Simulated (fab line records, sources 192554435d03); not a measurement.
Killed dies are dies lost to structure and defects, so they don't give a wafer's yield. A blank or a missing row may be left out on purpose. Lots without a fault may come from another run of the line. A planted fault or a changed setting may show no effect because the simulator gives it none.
Which tool did it? | flow n5_finfet | 24 lots, 72 wafers sampled, at 2 steps of a route of 1938

WHAT THE GAUGES READ, wafer by wafer
N5_SDB_OVL_MEAS_12.
lot  | measured    | on         | SDB_OVL (nm)
L074 | day 3 16:05 | overlay-01 | -0.7 -0.6 -0.7
L075 | day 4 04:59 | overlay-02 | -0.2 0.4 -0.5
L076 | day 4 09:01 | overlay-01 | 0.6 0.3 -1.1
L077 | day 4 13:22 | overlay-01 | -0.1 0.3 0.0
L078 | day 4 19:16 | overlay-01 | -1.7 0.0 -0.6
L079 | day 4 23:57 | overlay-02 | -0.2 -0.5 -1.4
L080 | day 5 06:04 | overlay-01 | 0.1 -0.5 -0.4
L081 | day 5 20:19 | overlay-02 | -0.4 0.1 -1.3
L082 | day 5 20:54 | overlay-02 | -0.7 0.9 1.4
L083 | day 6 02:10 | overlay-01 | -1.0 0.3 -1.1
L084 | day 6 07:26 | overlay-02 | 0.5 -0.8 -0.8
L085 | day 6 13:43 | overlay-01 | 0.0 0.2 -0.6
L086 | day 6 18:23 | overlay-02 | -0.1 0.1 -0.5
L087 | day 6 23:32 | overlay-02 | 0.3 -1.4 0.3
L088 | day 7 05:16 | overlay-02 | -0.2 -0.9 -0.6
L089 | day 7 11:37 | overlay-02 | -2.2 -1.0 0.4
L090 | day 7 16:40 | overlay-01 | 0.3 -2.0 -1.8
L091 | day 7 21:55 | overlay-01 | -0.1 0.4 -0.4
L092 | day 8 03:49 | overlay-02 | 0.6 -0.1 0.9
L093 | day 8 10:28 | overlay-01 | 0.1 -0.7 -0.6
L094 | day 8 20:09 | overlay-02 | -0.3 0.0 -0.4
L095 | day 8 23:56 | overlay-01 | -0.4 -0.6 0.3
L096 | day 9 07:26 | overlay-02 | -0.2 0.0 0.0
L097 | day 9 10:41 | overlay-01 | 0.5 0.7 1.2

WHICH TOOL RAN EACH LOT (tool, then ch and the chambers of the sampled wafers, then the start)
lot  | N5_ILD0_ALD_15
L074 | ald_sin-01 ch 1,2, day 3 13:03
L075 | ald_sin-03 ch 0,2,3, day 4 01:53
L076 | ald_sin-01 ch 1,2, day 4 06:06
L077 | ald_sin-02 ch 0,2, day 4 09:37
L078 | ald_sin-03 ch 0,1, day 4 16:13
L079 | ald_sin-01 ch 0,1,3, day 4 20:55
L080 | ald_sin-03 ch 0,3, day 5 03:02
L081 | ald_sin-01 ch 1,2,3, day 5 17:17
L082 | ald_sin-02 ch 0,1,2, day 5 17:52
L083 | ald_sin-02 ch 0,3, day 5 23:15
L084 | ald_sin-02 ch 0,1, day 6 04:31
L085 | ald_sin-02 ch 0,3, day 6 10:40
L086 | ald_sin-02 ch 0,1,2, day 6 15:28
L087 | ald_sin-02 ch 0,1,3, day 6 20:29
L088 | ald_sin-01 ch 0,2,3, day 7 02:14
L089 | ald_sin-01 ch 0,1,2, day 7 08:35
L090 | ald_sin-03 ch 0,1,2, day 7 13:46
L091 | ald_sin-01 ch 0,3, day 7 18:52
L092 | ald_sin-01 ch 0,2,3, day 8 00:46
L093 | ald_sin-01 ch 0,1,3, day 8 07:25
L094 | ald_sin-02 ch 0,1,2, day 8 17:14
L095 | ald_sin-02 ch 1,2,3, day 8 20:53
L096 | ald_sin-02 ch 0,1,3, day 9 04:24
L097 | ald_sin-03 ch 0,1, day 9 07:38
- N5_ILD0_ALD_15: deposits SiNx, target thk 24 nm, pulse time 1 s, ald cycles 480.

WHAT THE TOOLS THEMSELVES READ (means of the sampled wafers that have a number; where no wafer has one, the mark that the record gives instead)
N5_ILD0_ALD_15.
lot  | tool       | heater_power_w (W) | precursor_pulse_height_rel
L074 | ald_sin-01 | 757                | 1.020
L075 | ald_sin-03 | 829                | 0.977
L076 | ald_sin-01 | 754                | 0.996
L077 | ald_sin-02 | 824                | 0.993
L078 | ald_sin-03 | 784                | 0.998
L079 | ald_sin-01 | 783                | 1.012
L080 | ald_sin-03 | 781                | 1.011
L081 | ald_sin-01 | 780                | 1.012
L082 | ald_sin-02 | 833                | 0.988
L083 | ald_sin-02 | 860                | 1.006
L084 | ald_sin-02 | 851                | 1.002
L085 | ald_sin-02 | 891                | 1.029
L086 | ald_sin-02 | 836                | 1.002
L087 | ald_sin-02 | 881                | 1.000
L088 | ald_sin-01 | 814                | 1.009
L089 | ald_sin-01 | 799                | 1.001
L090 | ald_sin-03 | 824                | 1.013
L091 | ald_sin-01 | 800                | 1.000
L092 | ald_sin-01 | 823                | 1.017
L093 | ald_sin-01 | 787                | 1.004
L094 | ald_sin-02 | 847                | 0.988
L095 | ald_sin-02 | 880                | 0.995
L096 | ald_sin-02 | 889                | 0.992
L097 | ald_sin-03 | 791                | 1.022

THE ANSWER, worked out from the rows above alone
Rule: what is usual is taken from the lots themselves. Put in order of their means at a reading, lots are off if they are a third of the lots or fewer, leave a main group of 4 or more, and stand apart from it by a gap of 3 or more times the standard deviation of the main group's means; of several such gaps the widest counts. A main group whose means are all the same, to the digits that the tables above print for the reading, isn't used. A lot without any number at a reading at which 4 lots or more have one is off too. The other lots that the step has rows for count as sound. The gauges are gone through in route order, then the tools' own readings, and for those a lot's mean is taken as printed above. The first step at which some lot is off is used, and at that step the reading that is off furthest; a lot without a number counts as furthest.
No lot is off at any reading shown: from this, nothing can be told.

WHAT THE SIMULATOR HAD PUT IN
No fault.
